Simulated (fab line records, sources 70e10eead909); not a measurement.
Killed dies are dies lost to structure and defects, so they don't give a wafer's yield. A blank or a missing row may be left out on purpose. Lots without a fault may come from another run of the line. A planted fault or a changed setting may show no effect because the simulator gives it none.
Problem report in the 8D (eight disciplines) form, filled by code | flow nand_harc | the parts of the form that need people (team, actions taken, sign-off) are left out

1. THE PROBLEM
killed_at_periphery at NHARC_END_SORT_01 reads a mean of 629.5 on 6 wafers of 2 lots; wafers without a fault read 4.4 with a standard deviation of 2.9. That is +99 or more standard deviations from the usual mean.
First seen on wafer L503.3, day 30 18:10, on prober-01. The record holds 15 wafers of 5 lots with a number at this step. Rule for "out", or "out of limits": more than 4 standard deviations from the usual mean. The other wafers with a number count as sound.

2. WHAT IT IS AND WHAT IT IS NOT
question                    | is                               | is not
which readings at this step | killed_at_periphery, killed_dies | killed_at_array, killed_at_other, killed_short
which lots                  | L503, L504                       | L493, L505, L509
which wafers of those lots  | all that have a number           | -
read on which gauges        | prober-01                        | prober-02
when                        | from day 30 18:10                | up to then (3 sound wafers); but 6 sound wafers of L505, L509 came after

3. SUSPECTS, AND WHAT RULES EACH OUT
Counting: a tool at a process step up to the reading stays a suspect if it ran every lot that is out and no sound lot after the first of them.
- the gauge at NHARC_END_SORT_01: kept. All the wafers that are out were read on prober-01, and no step on other tools shows them out.
- krf_scanner-02 at NHARC_P_GATE_EXPOSE_08 (exposes mask P HV): kept. It ran every lot that is out, first L503 (day 8 19:49), and no sound lot after that; its last sound lot up to then is L493 (day 4 20:47).
- plasma_asher-02 at NHARC_THIN_TSV_STRIP_62 (strips in N2/H2, time 20 s): ruled out as a lasting fault. Sound lots L509 ran on it after its first lot that is out, L503 (day 30 03:40).
Left after counting: krf_scanner-02 at NHARC_P_GATE_EXPOSE_08, prober-01 at NHARC_END_SORT_01.

4. THE CAUSE (what the simulator had put in)
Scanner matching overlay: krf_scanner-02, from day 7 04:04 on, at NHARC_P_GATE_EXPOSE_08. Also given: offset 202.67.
Counting left 2 suspects, and this tool is among them.

5. THE CHAIN OF EFFECTS, in route order
Each row: a reading whose mean over the struck wafers that have a number lies more than 3 standard deviations from the usual. Only readings for which the record gives a usual standard deviation are gone through. hours: the time from each lot's start at the first step in this table that gives one to its start at this step, as a median over the lots. sigmas: the change in usual standard deviations.
hours | step              | reading             | usual | on struck wafers | change | sigmas
0     | NHARC_END_SORT_01 | killed_at_periphery | 4.4   | 629.5            | +625.1 | +99 or more
0     | NHARC_END_SORT_01 | killed_dies         | 59    | 677              | +618   | +34

6. WHAT WOULD HAVE CAUGHT IT SOONER
In this record the first reading out of limits at a measuring or inspecting step was taken at day 30 18:10, 566 hours after the fault began at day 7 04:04.
Of the tool readings at NHARC_P_GATE_EXPOSE_08 for which the record gives a usual standard deviation, none was out on any struck wafer, so an alarm limit of 4 standard deviations on them would not have fired.
All the lots that are out (2) had begun NHARC_P_GATE_EXPOSE_08 on krf_scanner-02 by day 30 18:10. A hold on the tool at that time would have spared none of them.
